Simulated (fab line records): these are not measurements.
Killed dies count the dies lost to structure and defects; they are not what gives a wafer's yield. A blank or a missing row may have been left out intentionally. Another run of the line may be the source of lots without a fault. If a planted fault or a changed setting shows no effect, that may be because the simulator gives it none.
Matching of chambers / flow n5_finfet / 4 sister chambers for N5_MOL_CONTACT_COAG_STRIP_98 on rie_diel-01
The step strips in N2/H2. 8 wafers are shown with their chamber, then 10 later ones without.

== WAFERS WITH THEIR CHAMBER ==
wafer=L077.6; chamber=0; drypump_motor_current_A (A)=6.5; throttle_valve_pct (%)=18.83
wafer=L079.1; chamber=1; drypump_motor_current_A (A)=5.6; throttle_valve_pct (%)=19.29
wafer=L079.5; chamber=2; drypump_motor_current_A (A)=5.0; throttle_valve_pct (%)=18.68
wafer=L080.1; chamber=3; drypump_motor_current_A (A)=5.2; throttle_valve_pct (%)=19.05
wafer=L080.3; chamber=2; drypump_motor_current_A (A)=5.0; throttle_valve_pct (%)=18.63
wafer=L080.5; chamber=1; drypump_motor_current_A (A)=5.7; throttle_valve_pct (%)=19.34
wafer=L081.2; chamber=3; drypump_motor_current_A (A)=5.2; throttle_valve_pct (%)=19.05
wafer=L081.5; chamber=0; drypump_motor_current_A (A)=6.5; throttle_valve_pct (%)=18.88

== WAFERS MISSING THEIR CHAMBER ==
wafer=L081.6; drypump_motor_current_A (A)=5.7; throttle_valve_pct (%)=19.34
wafer=L085.2; drypump_motor_current_A (A)=6.5; throttle_valve_pct (%)=18.85
wafer=L085.3; drypump_motor_current_A (A)=5.0; throttle_valve_pct (%)=18.64
wafer=L085.4; drypump_motor_current_A (A)=5.2; throttle_valve_pct (%)=19.09
wafer=L092.1; drypump_motor_current_A (A)=6.5; throttle_valve_pct (%)=18.90
wafer=L092.2; drypump_motor_current_A (A)=5.7; throttle_valve_pct (%)=19.36
wafer=L092.6; drypump_motor_current_A (A)=6.5; throttle_valve_pct (%)=18.87
wafer=L094.1; drypump_motor_current_A (A)=6.5; throttle_valve_pct (%)=18.90
wafer=L094.2; drypump_motor_current_A (A)=5.6; throttle_valve_pct (%)=19.40
wafer=L094.3; drypump_motor_current_A (A)=5.2; throttle_valve_pct (%)=19.10

== WHICH CHAMBER EACH WENT THROUGH ==
wafer=L081.6; from the rows above=1; in truth=1
wafer=L085.2; from the rows above=0; in truth=0
wafer=L085.3; from the rows above=2; in truth=2
wafer=L085.4; from the rows above=3; in truth=3
wafer=L092.1; from the rows above=0; in truth=0
wafer=L092.2; from the rows above=1; in truth=1
wafer=L092.6; from the rows above=0; in truth=0
wafer=L094.1; from the rows above=0; in truth=0
wafer=L094.2; from the rows above=1; in truth=1
wafer=L094.3; from the rows above=3; in truth=3
Correct placement for 10 of the 10. Not placeable from these rows: 0. Placed wrongly: 0.
How it was worked out, from the rows above alone: a wafer's distance from a chamber is the root of the sum, over the readings, of the square of ((its reading less the chamber's mean) divided by the reading's scatter). The wafer belongs to the nearest chamber; if the next one is less than 2 further off, it can't be placed. For every chamber, the mean is computed from those of its wafers that are shown. The scatter: take each reading less its chamber's mean, square it, sum over the shown wafers, divide by the number of wafers less the number of chambers, and take the root.
